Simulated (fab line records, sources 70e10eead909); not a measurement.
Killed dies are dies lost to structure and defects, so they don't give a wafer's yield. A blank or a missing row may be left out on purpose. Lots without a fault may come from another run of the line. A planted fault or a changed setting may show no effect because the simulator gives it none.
Which tool did it? | flow nand_harc | 10 lots, 30 wafers sampled, at 5 steps of a route of 1302

WHAT THE GAUGES READ, wafer by wafer
NHARC_END_SORT_01.
lot  | measured     | on        | killed_at_array
L593 | day 24 23:40 | prober-01 | 67 65 72
L598 | day 26 07:04 | prober-01 | 87 72 79
L597 | day 26 07:54 | prober-02 | 49 43 52
L601 | day 28 06:34 | prober-01 | 86 91 74
L603 | day 28 08:12 | prober-02 | 39 49 45
L608 | day 30 00:08 | prober-02 | 40 52 43
L609 | day 30 18:16 | prober-01 | 89 86 82
L612 | day 32 01:04 | prober-02 | 31 20 35
L613 | day 32 17:46 | prober-01 | 33 23 30
L616 | day 34 07:01 | prober-01 | 78 63 64

WHICH TOOL RAN EACH LOT (tool, then ch and the chambers of the sampled wafers, then the start)
lot  | NHARC_A_STAIRCASE_DESCUM_291       | NHARC_A_STAIRCASE_HM_OPEN_460                 | NHARC_A_STAIRCASE_STRIP_295                   | NHARC_A_STAIRCASE_ETCH_453
L593 | rie_diel-11 ch 1,3, day 16 22:23   | rie_diel-11 ch 0,1,3, day 17 05:14 or earlier | rie_diel-11 ch 2,3, day 17 05:14 or earlier   | rie_diel-11 ch 1,3, day 17 05:14
L598 | rie_diel-11 ch 0,1,3, day 18 11:05 | rie_diel-11 ch 0,2, day 18 16:48 or earlier   | rie_diel-11 ch 1,2, day 18 16:48 or earlier   | rie_diel-03 ch 0,1, day 18 16:48
L597 | rie_diel-03 ch 0,1, day 18 12:56   | rie_diel-03 ch 0,1, day 18 21:09 or earlier   | rie_diel-03 ch 1,3, day 18 21:09 or earlier   | rie_diel-03 ch 0,3, day 18 21:09
L601 | rie_diel-13 ch 0,2,3, day 20 13:02 | rie_diel-13 ch 0,1,3, day 20 22:56 or earlier | rie_diel-13 ch 0,2,3, day 20 22:56 or earlier | rie_diel-11 ch 1,3, day 20 22:56
L603 | rie_diel-13 ch 1,2,3, day 21 00:30 | rie_diel-13 ch 0,1,2, day 21 07:12 or earlier | rie_diel-13 ch 0,3, day 21 07:12 or earlier   | rie_diel-11 ch 0,3, day 21 07:12
L608 | rie_diel-03 ch 0,1,2, day 22 14:47 | rie_diel-03 ch 0,2,3, day 22 22:38 or earlier | rie_diel-03 ch 0,1,3, day 22 22:38 or earlier | rie_diel-03 ch 0,2,3, day 22 22:38
L609 | rie_diel-13 ch 0,2,3, day 23 03:19 | rie_diel-13 ch 0,1,2, day 23 08:57 or earlier | rie_diel-13 ch 2,3, day 23 08:57 or earlier   | rie_diel-03 ch 0,2,3, day 23 08:57
L612 | rie_diel-13 ch 0,2, day 24 14:13   | rie_diel-13 ch 0,3, day 24 21:19 or earlier   | rie_diel-13 ch 2,3, day 24 21:19 or earlier   | rie_diel-11 ch 0,2,3, day 24 21:19
L613 | rie_diel-11 ch 0,1,2, day 24 20:36 | rie_diel-11 ch 1,3, day 25 02:50 or earlier   | rie_diel-11 ch 1,2,3, day 25 02:50 or earlier | rie_diel-13 ch 1,2,3, day 25 02:50
L616 | rie_diel-03 ch 0,2, day 26 08:43   | rie_diel-03 ch 0,2,3, day 26 17:47 or earlier | rie_diel-03 ch 0,1,3, day 26 17:47 or earlier | rie_diel-13 ch 0,2,3, day 26 17:47
- NHARC_A_STAIRCASE_DESCUM_291: chemistry O2, time 3 s.
- NHARC_A_STAIRCASE_HM_OPEN_460: chemistry O2/COS.
- NHARC_A_STAIRCASE_STRIP_295: strips in O2.
- NHARC_A_STAIRCASE_ETCH_453: etches the open film in CF4/O2, target depth 30 nm, overetch 3 nm, time 16.5 s.

THE ANSWER, worked out from the rows above alone
Rule: what is usual is taken from the lots themselves. Put in order of their means at a reading, lots are off if they are a third of the lots or fewer, leave a main group of 4 or more, and stand apart from it by a gap of 3 or more times the standard deviation of the main group's means; of several such gaps the widest counts. A main group whose means are all the same, to the digits that the tables above print for the reading, isn't used. A lot without any number at a reading at which 4 lots or more have one is off too. The other lots that the step has rows for count as sound.
No lot is off at any reading shown: from this, nothing can be told.

WHAT THE SIMULATOR HAD PUT IN
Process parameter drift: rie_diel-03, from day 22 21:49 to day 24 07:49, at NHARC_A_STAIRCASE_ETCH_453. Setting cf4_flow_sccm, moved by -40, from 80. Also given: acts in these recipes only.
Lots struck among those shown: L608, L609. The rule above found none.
